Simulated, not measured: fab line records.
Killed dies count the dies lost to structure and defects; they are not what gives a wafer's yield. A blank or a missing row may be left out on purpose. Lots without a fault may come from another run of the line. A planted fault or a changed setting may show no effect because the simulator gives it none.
fab line records -- flow n5-finfet
record: lots: 10, wafers: 30, last-day: 19
route steps=1938 shown BEOL_M3@1004 BEOL_M4@1111 PASSIVATION@1936
lots with no fault: from the same line, run without faults
start-h: the number of hours between the record's first day and the start of the first shown wafer of the lot -- wait-h: how many hours have passed since the lot's step before this one -- " unchanged from the row above -- L1.1+2: several wafers, shown together as one row -- - either no value or no given start -- * or withheld: withheld -- < > ~ a bound
route shown NAME@n: NAME is a module with steps in the file, n the number in the route of the first one -- usual: mean/standard deviation taken from wafers without a fault -- same: alike in all rows -- chamber/n: place in a boat -- sites: each site's reading -- _std_site: standard deviation across them -- _edge_site: mean of outer sites minus mean of inner sites -- radius-mm: how far each site lies from the wafer's centre -- mask NAME#n: copy n -- behind: the last tool/chamber to shape the wafer -- hold: why the lot was held/for how many hours/how that ended -- device: names the non-switching transistor (n, p or np) -- end of line: at the end of the route, the tests of the same wafers -- a step given without rows: its recipe and nothing more -- killed: the dies lost at the first sort to structure and to defects; this is not the yield of the wafer -- map: shows each die of a wafer: x if killed, . if not, _ if none is there
set.NAME: the run value of the setting; set.NAME@STEP: its run value at that earlier step -- model.NAME: the simulator's own value behind a step, which no gauge read
a sample of lots followed through the steps of the route, with each step as a table and each wafer as a row
services: the hour from which a tool's chamber was out of use, counted from the record's first day as start-h (under 0 if before that day), plus the number of hours and why
== steps ==
step: N5_BEOL_M3_SPUTTER_90
recipe: material: Cu, target-thk-a: 45, temp-c: -20, chamber-pressure-pa: 0.07, power-w: withheld, time-s: 8.29
usual: throttle-valve-pct: 29.5/1.3
same: time-s: 8.29
lot.wafer,tool,chamber,start-h,wait-h,throttle-valve-pct
L176.1,pvd-sputter-02,-,154.33,0.1,31.5
L176.4,pvd-sputter-02,-,154.33,0.1,30.0
L176.6,pvd-sputter-02,-,154.33,0.1,29.6
L179.1,pvd-sputter-02,-,168.68,0.1,29.9
L179.2,pvd-sputter-02,-,168.68,0.1,29.7
L179.4,pvd-sputter-02,-,168.68,0.1,29.4
L181.1,pvd-sputter-03,-,178.56,0.1,27.6
L181.4,pvd-sputter-03,-,178.56,0.1,29.0
L181.6,pvd-sputter-03,-,178.56,0.1,30.6
L183.3,pvd-sputter-03,-,186.47,0.1,27.1
L183.4,pvd-sputter-03,-,186.47,0.1,30.7
L183.6,pvd-sputter-03,-,186.47,0.1,27.4
L184.3,pvd-sputter-01,-,199.94,0.1,28.9
L184.4,pvd-sputter-01,-,199.94,0.1,28.3
L184.6,pvd-sputter-01,-,199.94,0.1,29.6
L187.2,pvd-sputter-02,-,216.34,0.1,31.8
L187.4,pvd-sputter-02,-,216.34,0.1,29.8
L187.6,pvd-sputter-02,-,216.34,0.1,29.8
L189.1,pvd-sputter-03,-,229.37,0.1,29.2
L189.2,pvd-sputter-03,-,229.37,0.1,27.4
L189.5,pvd-sputter-03,-,229.37,0.1,30.5
L192.1,pvd-sputter-03,-,243.14,0.1,27.3
L192.5,pvd-sputter-03,-,243.14,0.1,27.5
L192.6,pvd-sputter-03,-,243.14,0.1,28.2
L178.2,pvd-sputter-03,-,285.60,0.1,28.8
L178.3,pvd-sputter-03,-,285.60,0.1,28.2
L178.5,pvd-sputter-03,-,285.60,0.1,28.0
L198.1,pvd-sputter-01,-,312.56,0.1,29.0
L198.3,pvd-sputter-01,-,312.56,0.1,29.6
L198.4,pvd-sputter-01,-,312.56,0.1,31.4
step: N5_BEOL_M3_SPUTTER_92
recipe: material: Cu, target-thk-a: 45, temp-c: -20, chamber-pressure-pa: 0.07, power-w: withheld, time-s: 8.29
usual: throttle-valve-pct: 29.5/1.2
same: time-s: 8.29
lot.wafer,tool,chamber,start-h,wait-h,throttle-valve-pct
L176.1,pvd-sputter-02,-,154.55,0.1,31.4
L176.4,pvd-sputter-02,-,154.55,0.1,29.9
L176.6,pvd-sputter-02,-,154.55,0.1,29.7
L179.1,pvd-sputter-02,-,168.90,0.1,29.7
L179.2,pvd-sputter-02,-,168.90,0.1,29.8
L179.4,pvd-sputter-02,-,168.90,0.1,29.5
L181.1,pvd-sputter-03,-,178.78,0.1,27.6
L181.4,pvd-sputter-03,-,178.78,0.1,28.9
L181.6,pvd-sputter-03,-,178.78,0.1,30.5
L183.3,pvd-sputter-03,-,186.69,0.1,27.8
L183.4,pvd-sputter-03,-,186.69,0.1,30.8
L183.6,pvd-sputter-03,-,186.69,0.1,27.5
L184.3,pvd-sputter-01,-,200.16,0.1,29.2
L184.4,pvd-sputter-01,-,200.16,0.1,28.4
L184.6,pvd-sputter-01,-,200.16,0.1,29.6
L187.2,pvd-sputter-02,-,216.56,0.1,31.5
L187.4,pvd-sputter-02,-,216.56,0.1,29.5
L187.6,pvd-sputter-02,-,216.56,0.1,30.0
L189.1,pvd-sputter-03,-,229.59,0.1,29.1
L189.2,pvd-sputter-03,-,229.59,0.1,27.3
L189.5,pvd-sputter-03,-,229.59,0.1,30.4
L192.1,pvd-sputter-03,-,243.36,0.1,27.5
L192.5,pvd-sputter-03,-,243.36,0.1,27.4
L192.6,pvd-sputter-03,-,243.36,0.1,28.4
L178.2,pvd-sputter-03,-,285.82,0.1,29.0
L178.3,pvd-sputter-03,-,285.82,0.1,28.3
L178.5,pvd-sputter-03,-,285.82,0.1,28.1
L198.1,pvd-sputter-01,-,312.78,0.1,28.8
L198.3,pvd-sputter-01,-,312.78,0.1,29.5
L198.4,pvd-sputter-01,-,312.78,0.1,31.7
step: N5_BEOL_M3_CMP_52
recipe: stop-on: SiOC, t-overpolish-s: 6.8, down-force-psi: 1, platen-rpm: 50, clearing-platen-down-force-psi: 1.5, clearing-platen-rpm: 50, post-cmp-clean: cu-alkaline, target-thk-nm: 40, clearing-platen-pad-velocity-m-s: 0.99484, pad-velocity-m-s: 0.99484
usual: barrier-field-endpoint-s: 24.8/0.76, head-pressure-psi: 1.0000/0.002, motor-current-A: 6.1/0.84, overpolish-run-s: 6.801/0.0091, time-to-endpoint-s: 63/4.1
lot.wafer,tool,chamber,start-h,wait-h,barrier-field-endpoint-s,head-pressure-psi,motor-current-A,overpolish-run-s,time-to-endpoint-s
L176.4,cmp-03,1,155.48,0.1,24.9,1.0008,5.0,6.789,65
L176.1,cmp-03,3,155.48,0.1,24.5,1.0001,5.3,6.812,63
L176.6,cmp-03,1,155.48,0.1,25.5,1.0008,5.0,6.806,67
L179.2,cmp-01,1,169.84,0.2,24.8,1.0008,5.0,6.794,64
L179.4,cmp-01,2,169.84,0.2,24.4,1.0001,6.3,6.806,62
L179.1,cmp-01,0,169.84,0.2,24.8,1.0001,6.0,6.807,66
L181.1,cmp-02,3,179.72,0.3,25.1,0.9982,6.8,6.792,62
L181.4,cmp-02,2,179.72,0.3,25.7,1.0011,6.6,6.807,61
L181.6,cmp-02,3,179.72,0.3,26.1,0.9976,7.1,6.801,62
L183.4,cmp-02,0,187.69,0.2,24.7,0.9983,5.2,6.800,67
L183.3,cmp-02,1,187.69,0.2,23.5,0.9989,7.9,6.793,61
L183.6,cmp-02,3,187.69,0.2,24.4,1.0033,6.8,6.800,66
L184.3,cmp-02,2,201.17,0.2,25.2,1.0015,7.0,6.803,64
L184.4,cmp-02,3,201.17,0.2,25.4,1.0003,6.6,6.803,63
L184.6,cmp-02,1,201.17,0.2,24.9,1.0017,7.7,6.805,61
L187.4,cmp-02,2,217.76,0.2,24.7,1.0001,6.8,6.802,65
L187.2,cmp-02,0,217.76,0.2,25.0,0.9950,5.3,6.802,68
L187.6,cmp-02,2,217.76,0.2,24.7,1.0020,6.6,6.809,67
L189.1,cmp-02,2,230.52,0.3,26.1,0.9397,6.2,6.808,67
L189.2,cmp-02,1,230.52,0.3,25.1,1.0029,7.7,6.798,63
L189.5,cmp-02,2,230.52,0.3,27.7,0.9415,6.6,6.802,67
L192.1,cmp-03,0,244.30,0.3,24.1,0.9979,6.3,6.803,55
L192.6,cmp-03,0,244.30,0.3,24.6,0.9983,6.3,6.794,56
L192.5,cmp-03,1,244.30,0.3,24.6,0.9988,5.2,6.822,60
L178.3,cmp-03,2,292.45,0.2,24.3,1.0031,5.7,6.801,66
L178.2,cmp-03,1,292.45,0.2,23.1,1.0001,5.0,6.801,58
L178.5,cmp-03,3,292.45,0.2,23.8,0.9989,5.5,6.807,58
L198.4,cmp-03,3,313.71,0.1,24.3,0.9993,5.5,6.801,63
L198.3,cmp-03,0,313.71,0.1,23.3,0.9993,6.6,6.805,56
L198.1,cmp-03,1,313.71,0.1,25.2,1.0015,5.1,6.813,63
step: N5_BEOL_M3_CO_CAP_55
recipe: material: Co, target-thk-a: 20, temp-c: 200, precursor: CCTBA/H2, pressure-torr: 30, time-s: 102.1
usual: heater-power-w: 239/16
same: time-s: 102.1
lot.wafer,tool,chamber,start-h,wait-h,heater-power-w
L176.1,cvd-co-02,0,155.85,0.0,247
L176.4,cvd-co-02,0,155.85,0.0,244
L176.6,cvd-co-02,1,155.85,0.0,250
L179.1,cvd-co-02,1,170.21,0.0,250
L179.2,cvd-co-02,0,170.21,0.0,249
L179.4,cvd-co-02,1,170.21,0.0,250
L181.1,cvd-co-01,0,180.19,0.0,242
L181.4,cvd-co-01,2,180.19,0.0,246
L181.6,cvd-co-01,1,180.19,0.0,248
L183.3,cvd-co-01,2,187.99,0.0,250
L183.4,cvd-co-01,0,187.99,0.0,236
L183.6,cvd-co-01,1,187.99,0.0,258
L184.3,cvd-co-01,1,201.46,0.0,255
L184.4,cvd-co-01,1,201.46,0.0,251
L184.6,cvd-co-01,2,201.46,0.0,252
L187.2,cvd-co-02,2,218.13,0.0,214
L187.4,cvd-co-02,2,218.13,0.0,212
L187.6,cvd-co-02,0,218.13,0.0,249
L189.1,cvd-co-02,0,231.12,0.0,244
L189.2,cvd-co-02,1,231.12,0.0,245
L189.5,cvd-co-02,1,231.12,0.0,243
L192.1,cvd-co-02,1,244.67,0.0,247
L192.5,cvd-co-02,2,244.67,0.0,214
L192.6,cvd-co-02,1,244.67,0.0,246
L178.2,cvd-co-02,0,292.82,0.0,251
L178.3,cvd-co-02,2,292.82,0.0,210
L178.5,cvd-co-02,0,292.82,0.0,243
L198.1,cvd-co-02,1,314.15,0.0,249
L198.3,cvd-co-02,2,314.15,0.0,213
L198.4,cvd-co-02,0,314.15,0.0,248
step: N5_BEOL_M4_RC_MEAS_101
usual: DIBL_N: 36.1/1.6, DIBL_P: 35.7/1.8, IOFF_N: 0.159/0.027, IOFF_P: 0.21/0.03, ION_N: 673/10, ION_P: 462/7.4, SS_N: 71.4/0.56, SS_P: 73.2/0.61, VT_N: 249.7/3, VT_P: -250/3.1
lot.wafer,tool,chamber,start-h,wait-h,DIBL_N[mV/V],DIBL_P[mV/V],IOFF_N[nA/um],IOFF_P[nA/um],ION_N[uA/um],ION_P[uA/um],SS_N[mV/dec],SS_P[mV/dec],VT_N[mV],VT_P[mV]
L176.1,prober-01,0,166.24,0.0,33.2,33.2,0.118,0.19,664,460,70.7,72.6,253.6,-248
L176.4,prober-01,0,166.24,0.0,34.0,35.0,0.134,0.22,661,466,71.5,73.1,251.4,-249
L176.6,prober-01,0,166.24,0.0,32.9,32.9,0.122,0.19,661,459,71.3,72.2,250.9,-250
L179.1,prober-02,0,183.10,0.0,33.5,30.8,0.133,0.20,683,480,70.9,72.1,249.5,-248
L179.2,prober-02,0,183.10,0.0,35.2,33.0,0.156,0.23,686,476,70.7,72.6,249.5,-246
L179.4,prober-02,0,183.10,0.0,37.1,34.6,0.187,0.26,677,471,72.3,73.4,245.7,-244
L181.1,prober-02,0,191.87,0.0,36.4,34.9,0.162,0.20,671,463,71.4,72.7,250.1,-250
L181.4,prober-02,0,191.87,0.0,37.0,35.9,0.170,0.22,678,467,71.6,73.7,246.8,-248
L181.6,prober-02,0,191.87,0.0,36.4,35.9,0.167,0.23,676,469,71.2,73.8,247.0,-247
L183.3,prober-01,0,199.57,0.6,38.1,35.7,0.166,0.20,666,453,71.7,73.3,248.8,-252
L183.4,prober-01,0,199.57,0.6,35.9,33.7,0.131,0.18,671,460,71.0,72.3,252.3,-249
L183.6,prober-01,0,199.57,0.6,37.8,36.1,0.174,0.21,684,466,72.0,73.2,247.9,-250
L184.3,prober-01,0,210.14,0.3,35.6,34.9,0.137,0.18,654,451,71.5,72.7,255.4,-251
L184.4,prober-01,0,210.14,0.3,36.1,36.6,0.155,0.22,670,462,70.7,72.8,249.0,-249
L184.6,prober-01,0,210.14,0.3,34.8,35.5,0.139,0.20,670,466,70.8,73.3,249.9,-250
L187.2,prober-02,0,233.49,0.2,35.6,36.0,0.159,0.20,684,463,71.0,73.1,247.0,-251
L187.4,prober-02,0,233.49,0.2,35.1,35.4,0.149,0.19,673,459,71.8,72.8,249.9,-251
L187.6,prober-02,0,233.49,0.2,37.0,37.4,0.190,0.23,678,464,71.6,73.9,246.2,-249
L189.1,prober-02,0,244.78,0.0,36.8,38.0,0.164,0.26,664,462,71.3,73.9,248.3,-246
L189.2,prober-02,0,244.78,0.0,35.7,36.2,0.139,0.22,675,471,71.6,72.9,252.3,-250
L189.5,prober-02,0,244.78,0.0,36.5,37.4,0.158,0.25,678,469,70.7,74.2,249.6,-245
L192.1,prober-02,0,255.59,0.0,36.1,36.2,0.161,0.22,682,473,72.0,72.8,248.9,-245
L192.5,prober-02,0,255.59,0.0,35.4,35.9,0.151,0.22,681,466,71.7,73.7,250.4,-246
L192.6,prober-02,0,255.59,0.0,37.2,38.5,0.198,0.26,694,471,71.3,72.9,244.0,-246
L178.2,prober-02,0,307.72,0.2,35.2,36.1,0.172,0.23,691,479,71.9,73.7,247.3,-247
L178.3,prober-02,0,307.72,0.2,34.6,35.4,0.143,0.23,664,471,71.3,73.3,251.2,-246
L178.5,prober-02,0,307.72,0.2,35.8,36.3,0.170,0.24,680,468,71.6,74.1,250.4,-246
L198.1,prober-01,0,341.71,0.0,35.2,34.8,0.156,0.22,662,460,71.1,73.1,247.2,-244
L198.3,prober-01,0,341.71,0.0,34.7,33.7,0.139,0.20,670,468,70.9,72.1,251.6,-245
L198.4,prober-01,0,341.71,0.0,36.7,36.9,0.201,0.26,694,482,71.0,73.1,243.3,-242
step: N5_PASSIVATION_PROBE_49
usual: defect-limited-yield: 91.0/1.3, killed_at_M0_to_M3: 33/10, killed_at_M4_up: 14/5.6, killed-at-contacts: 12/5.8, killed-at-front-end: 43/11, killed-at-other: 4.1/2.8, killed-dies: 106/15, killed-open: 70/12, killed-short: 34/7.5, sort_bin_5_function: 5.3/0.88, sort_bin_6_memory: 3.3/0.64, sort-n-pass: 1074/15, sort-yield-pct: 91.0/1.3
same: gross-dies: 1180, killed-at-back-side: 0, sort_bin_4_leakage[%]: 0, sort_bin_8_speed[%]: 0
lot.wafer,tool,chamber,start-h,wait-h,defect-limited-yield[%],killed_at_M0_to_M3,killed_at_M4_up,killed-at-contacts,killed-at-front-end,killed-at-other,killed-dies,killed-open,killed-short,sort_bin_5_function[%],sort_bin_6_memory[%],sort-n-pass,sort-yield-pct[%]
L181.1,prober-01,-,298.95,0.0,91.3,30,9,9,49,6,103,73,30,4.8,3.6,1077,91.3
L181.4,prober-01,-,299.10,0.2,90.2,28,15,15,51,7,116,77,39,5.6,3.9,1064,90.2
L181.6,prober-01,-,299.20,0.3,90.5,30,17,14,46,5,112,81,29,5.3,3.9,1068,90.5
L184.3,prober-02,-,314.02,0.1,89.7,26,16,10,67,2,121,94,26,7.4,2.7,1059,89.7
L184.4,prober-02,-,314.07,0.2,91.9,23,12,15,38,8,96,62,33,4.9,3.0,1084,91.9
L184.6,prober-02,-,314.17,0.3,92.6,19,15,10,42,1,87,62,24,4.6,2.6,1093,92.6
L187.2,prober-01,-,347.35,0.1,90.3,41,16,12,41,4,114,65,47,6.5,2.7,1066,90.3
L187.4,prober-01,-,347.45,0.2,92.7,31,12,7,34,2,86,57,28,4.9,2.2,1094,92.7
L187.6,prober-01,-,347.55,0.3,92.0,34,12,14,28,6,94,54,38,4.2,3.5,1086,92.0
L192.1,prober-01,-,367.95,0.0,94.2,26,6,12,22,2,68,39,27,3.7,1.8,1112,94.2
L192.5,prober-01,-,368.15,0.2,91.9,28,11,9,38,9,95,57,37,4.2,3.3,1085,91.9
L192.6,prober-01,-,368.20,0.3,91.2,33,16,16,32,7,104,77,27,4.9,3.6,1076,91.2
L198.1,prober-01,-,449.96,0.0,91.0,40,7,18,36,5,106,65,39,5.3,3.1,1074,91.0
L198.3,prober-01,-,450.06,0.1,93.5,27,9,5,30,6,77,47,25,4.2,2.0,1103,93.5
L198.4,prober-01,-,450.11,0.2,91.8,32,12,22,28,3,97,68,27,4.8,3.1,1083,91.8
killed by level:class
L181.1 STI_FIN_REVEAL:geometric-particle:open=10 FIN_SAQP:geometric-particle:open=9 GATE_CUT:geometric-particle:open=8 BEOL_M0_SAQP:geometric-particle:open=7 MOL_CONTACT_COAG:geometric-particle:open=6 BEOL_M3:geometric-particle:open=5 STARTING-WAFER:geometric-particle:open=5 FIN_SAQP:geometric-particle:short=4
L181.4 MOL_CONTACT_COAG:geometric-particle:open=15 FIN_SAQP:geometric-particle:short=12 STI_FIN_REVEAL:geometric-particle:open=10 BEOL_M0_SAQP:geometric-particle:short=9 BEOL_M3:geometric-particle:open=8 GATE_CUT:geometric-particle:open=7 BEOL_M4:geometric-particle:open=7 FIN_SAQP:geometric-particle:open=6
L181.6 FIN_SAQP:geometric-particle:open=17 STI_FIN_REVEAL:geometric-particle:open=10 BEOL_M3:geometric-particle:open=10 MOL_CONTACT_COAG:geometric-particle:open=9 FIN_SAQP:geometric-particle:short=7 BEOL_M4:geometric-particle:open=6 MOL_CONTACT_COAG:geometric-particle:short=5 BEOL_M2:geometric-particle:open=5
L184.3 FIN_SAQP:geometric-particle:open=20 STI_FIN_REVEAL:geometric-particle:open=12 BEOL_M2:geometric-particle:open=10 FIN_SAQP:geometric-particle:short=7 MOL_CONTACT_COAG:geometric-particle:open=7 BEOL_M4:geometric-particle:open=7 BEOL_M1:geometric-particle:open=6 GATE_CUT:geometric-particle:open=5
L184.4 MOL_CONTACT_COAG:geometric-particle:open=11 STI_FIN_REVEAL:geometric-particle:open=10 FIN_SAQP:geometric-particle:short=6 FIN_SAQP:geometric-particle:open=5 BEOL_M0_SAQP:geometric-particle:open=5 BEOL_M4:geometric-particle:open=5 ILD0:geometric-particle:open=4 ILD0:geometric-particle:short=4
L184.6 STI_FIN_REVEAL:geometric-particle:open=11 FIN_SAQP:geometric-particle:open=9 BEOL_M4:geometric-particle:open=9 MOL_CONTACT_COAG:geometric-particle:open=9 BEOL_M1:geometric-particle:open=7 FIN_SAQP:geometric-particle:short=4 STI_FIN_REVEAL:geometric-particle:short=4 DUMMY_GATE:geometric-particle:open=4
L187.2 BEOL_M0_SAQP:geometric-particle:open=13 BEOL_M0_SAQP:geometric-particle:short=12 STI_FIN_REVEAL:geometric-particle:open=11 MOL_CONTACT_COAG:geometric-particle:open=9 FIN_SAQP:geometric-particle:short=8 BEOL_M4:geometric-particle:open=5 BEOL_M1:geometric-particle:open=4 GATE_CUT:geometric-particle:short=4
L187.4 BEOL_M0_SAQP:geometric-particle:short=10 STI_FIN_REVEAL:geometric-particle:open=9 FIN_SAQP:geometric-particle:open=6 MOL_CONTACT_COAG:geometric-particle:open=6 BEOL_M3:geometric-particle:open=6 BEOL_M0_SAQP:geometric-particle:open=5 FIN_SAQP:geometric-particle:short=4 BEOL_M2:geometric-particle:open=4
L187.6 BEOL_M0_SAQP:geometric-particle:short=11 MOL_CONTACT_COAG:geometric-particle:open=9 BEOL_M0_SAQP:geometric-particle:open=7 BEOL_M4:geometric-particle:open=6 STARTING-WAFER:geometric-particle:short=6 STI_FIN_REVEAL:geometric-particle:open=5 FIN_SAQP:geometric-particle:open=4 MOL_CONTACT_COAG:geometric-particle:short=4
L192.1 BEOL_M1:geometric-particle:open=10 MOL_CONTACT_COAG:geometric-particle:open=9 FIN_SAQP:geometric-particle:short=8 BEOL_M0_SAQP:geometric-particle:short=4 BEOL_M2:geometric-particle:open=4 FIN_SAQP:geometric-particle:open=3 MOL_CONTACT_COAG:geometric-particle:short=3 BEOL_M0_SAQP:geometric-particle:open=3
L192.5 FIN_SAQP:geometric-particle:open=10 MOL_CONTACT_COAG:geometric-particle:open=8 BEOL_M3:geometric-particle:open=7 GATE_CUT:geometric-particle:short=6 BEOL_M2:geometric-particle:open=6 FIN_SAQP:geometric-particle:short=5 BEOL_M2:geometric-particle:short=5 BEOL_M0_SAQP:geometric-particle:short=5
L192.6 MOL_CONTACT_COAG:geometric-particle:open=14 BEOL_M3:geometric-particle:open=13 DUMMY_GATE:geometric-particle:open=10 BEOL_M1:geometric-particle:open=6 STI_FIN_REVEAL:geometric-particle:open=5 BEOL_M5:geometric-particle:open=5 BEOL_M0_SAQP:geometric-particle:short=4 BEOL_M2:geometric-particle:open=4
L198.1 BEOL_M0_SAQP:geometric-particle:short=13 MOL_CONTACT_COAG:geometric-particle:open=12 FIN_SAQP:geometric-particle:open=9 BEOL_M0_SAQP:geometric-particle:open=8 BEOL_M2:geometric-particle:open=6 MOL_CONTACT_COAG:geometric-particle:short=6 BEOL_M3:geometric-particle:open=6 FIN_SAQP:geometric-particle:short=5
L198.3 STI_FIN_REVEAL:geometric-particle:open=13 BEOL_M1:geometric-particle:open=8 BEOL_M0_SAQP:geometric-particle:open=7 FIN_SAQP:geometric-particle:short=5 MOL_CONTACT_COAG:geometric-particle:open=5 BEOL_M0_SAQP:geometric-particle:short=5 BEOL_M3:geometric-particle:short=4 BEOL_M8:geometric-particle:open=4
L198.4 MOL_CONTACT_COAG:geometric-particle:open=20 BEOL_M0_SAQP:geometric-particle:short=7 BEOL_M0_SAQP:geometric-particle:open=7 STI_FIN_REVEAL:geometric-particle:open=5 DUMMY_GATE:geometric-particle:open=5 BEOL_M3:geometric-particle:open=5 BEOL_M4:geometric-particle:open=5 FIN_SAQP:geometric-particle:short=4
== services ==
tool,chamber,start-h,hours,kind
cmp-02,-,135.10,3.0,pm
pvd-sputter-01,-,136.42,1.1,repair
pvd-sputter-03,-,159.89,2.5,repair
cmp-03,-,171.85,0.3,repair
cmp-01,-,188.53,14.5,pm
cmp-02,-,202.24,0.3,repair
cmp-02,-,204.88,4.0,pm
cmp-02,-,208.88,-,consumable-replace:conditioner
cmp-02,-,208.88,-,consumable-replace:pad
cvd-co-01,1,209.51,7.7,repair
cmp-03,-,212.39,4.0,pm
cmp-03,-,216.39,6.0,pm
cmp-02,-,222.61,6.2,repair
cvd-co-01,-,228.38,6.9,pm
cmp-01,-,229.65,3.2,repair
cmp-03,-,236.60,1.6,repair
cmp-01,-,238.96,0.3,repair
cvd-co-01,-,253.77,3.2,repair
cvd-co-02,-,259.45,4.3,pm
cmp-03,-,273.17,2.1,repair
cvd-co-01,0,275.61,34.9,repair
cmp-02,-,287.89,2.3,repair
pvd-sputter-02,-,302.85,7.1,repair
cmp-03,-,303.06,0.2,repair
== key ==
first-sign: step: N5_BEOL_M3_CMP_52, reading: head-pressure-psi, direction: down, sigmas: 30, usual: 1.0000, struck: 0.9406
effect: step: N5_BEOL_M3_CMP_52, reading: barrier-field-endpoint-s, direction: up, sigmas: 2.8, usual: 24.8, struck: 26.9
met-at N5_BEOL_M3_CMP_52
struck-lots L189
struck-wafers L189.1,L189.5
not-acting-at N5_BEOL_M3_SPUTTER_90,N5_BEOL_M3_SPUTTER_92,N5_BEOL_M3_CO_CAP_55
onset-between 217.76 230.52
fault: kind: process-parameter-drift, tool: cmp-02, chamber: 2, onset-h: 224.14, steps: N5_BEOL_M3_CMP_52, channel: down-force-psi, offset: -0.060439, shape: step, end-h: 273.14, acts-in: these-recipes-only, stated: 1
